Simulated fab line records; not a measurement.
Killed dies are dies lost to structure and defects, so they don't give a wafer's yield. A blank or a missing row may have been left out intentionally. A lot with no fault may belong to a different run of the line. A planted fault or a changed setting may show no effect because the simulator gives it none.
Split-lot study | flow n5_finfet | route with 1938 steps; 7 lots, 21 wafers read

## THE SPLIT ITSELF
At N5_BEOL_M7_PECVD_70 (deposits SiO2 from TEOS/O2, target thk 20 nm, time 22.7 s), the setting temp_c was moved away from the recipe's 400 C on 6 of the 21 wafers read, by -3.5% to +2.5%. All remaining wafers had this setting at the recipe value.

The split's own step is where the reading is taken.

## THE READING
SiO2_of_BEOL_M7_PECVD_70.thk_nm (the simulator's own value, which no gauge read), in nm, at N5_BEOL_M7_PECVD_70 (deposits SiO2 from TEOS/O2, target thk 20 nm, time 22.7 s). The file gives no usual value for it. The 15 wafers here that ran the recipe average 19.9 nm, standard deviation 0.32 nm.

wafer  | tool, chamber at the split | temp_c as run, C | against the recipe | SiO2_of_BEOL_M7_PECVD_70.thk_nm, nm | against lot-mates on the recipe
L076.1 | pecvd-04, 1                | 400              | recipe             | 20.4                                | -
L076.2 | pecvd-04, 0                | 400              | recipe             | 19.6                                | -
L076.6 | pecvd-04, 0                | 400              | recipe             | 20.2                                | -
L080.1 | pecvd-01, 1                | 386.1            | -3.5%              | 21.4                                | +1.4
L080.2 | pecvd-01, 2                | 386.1            | -3.5%              | 21.8                                | +1.8
L080.4 | pecvd-01, 0                | 400              | recipe             | 20                                  | -
L082.1 | pecvd-04, 2                | 410              | +2.5%              | 18.2                                | -1.6
L082.2 | pecvd-04, 0,2              | 400              | recipe             | 19.8                                | -
L082.6 | pecvd-04, 0,2              | 400              | recipe             | 19.8                                | -
L084.2 | pecvd-03, 2                | 386.1            | -3.5%              | 22                                  | +1.6
L084.3 | pecvd-03, 0,2              | 400              | recipe             | 20.4                                | -
L084.5 | pecvd-03, 0,2              | 400              | recipe             | 20.4                                | -
L089.2 | pecvd-03, 0                | 400              | recipe             | 19.6                                | -
L089.6 | pecvd-03, 0                | 400              | recipe             | 19.6                                | -
L089.5 | pecvd-03, 1                | 400              | recipe             | 20                                  | -
L093.2 | pecvd-04, 1                | 400              | recipe             | 19.8                                | -
L093.3 | pecvd-04, 0,2              | 400              | recipe             | 19.6                                | -
L093.4 | pecvd-04, 0,2              | 400              | recipe             | 19.6                                | -
L095.4 | pecvd-03, 1                | 400              | recipe             | 20.4                                | -
L095.5 | pecvd-03, 2,0              | 410.1            | +2.5%              | 18.8                                | -1.6
L095.6 | pecvd-03, 2,0              | 410.1            | +2.5%              | 18.8                                | -1.6
Rows listing several chambers each stand for several wafers; the file does not say which wafer went through which chamber.

THE FIT
A straight line over all 21 wafers: SiO2_of_BEOL_M7_PECVD_70.thk_nm changes by -0.522 nm for each +1% of temp_c; r = -0.94; the points scatter about the line by 0.32 nm.
The same after taking each lot's own level away (the mean of its wafers on the recipe; 21 wafers): -0.524 nm for each +1%; r = -0.97; scatter 0.21 nm.
That fit puts the effect of the largest move of temp_c on the reading at 1.8 nm.
The lots' own levels span 19.67 to 20.40 nm, that is 2.3 times the standard deviation above.
Hence the lot-to-lot level has little effect on the slope; both slopes agree.
Check: for one of the wafers moved furthest among these (-3.5%), held out of the fit, the line's prediction against its lot-mates is +1.87 nm. It came out at +1.4 nm against them.

## THESE WAFERS: OTHER SPLITS
These wafers also went through other splits before the reading. Each is held against what the fit with the lots' levels taken away leaves over:
other split on the same wafers     | wafers away from the commonest value | r with SiO2_of_BEOL_M7_PECVD_70.thk_nm (lot level and that fit taken away)
N5_BEOL_M0_SAQP_DESCUM_19 time_s   | 8                                    | +0.05
N5_BEOL_M1_PECVD_72 time_s         | 6                                    | +0.40
N5_BEOL_M2_TRENCH_ETCH_37 source_w | 10                                   | +0.24
N5_BEOL_M5_ETCH_62 source_w        | 6                                    | +0.28
N5_BEOL_M5_COAT_66 spin_rpm        | 10                                   | -0.03
N5_BEOL_M6_PECVD_70 time_s         | 8                                    | -0.17
N5_BEOL_M6_COAT_05 spin_rpm        | 8                                    | -0.10

## THE FILE'S OWN FIT
SiO2_of_BEOL_M7_PECVD_70.thk_nm changes by -0.521 nm for each +1% of temp_c, r = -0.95.
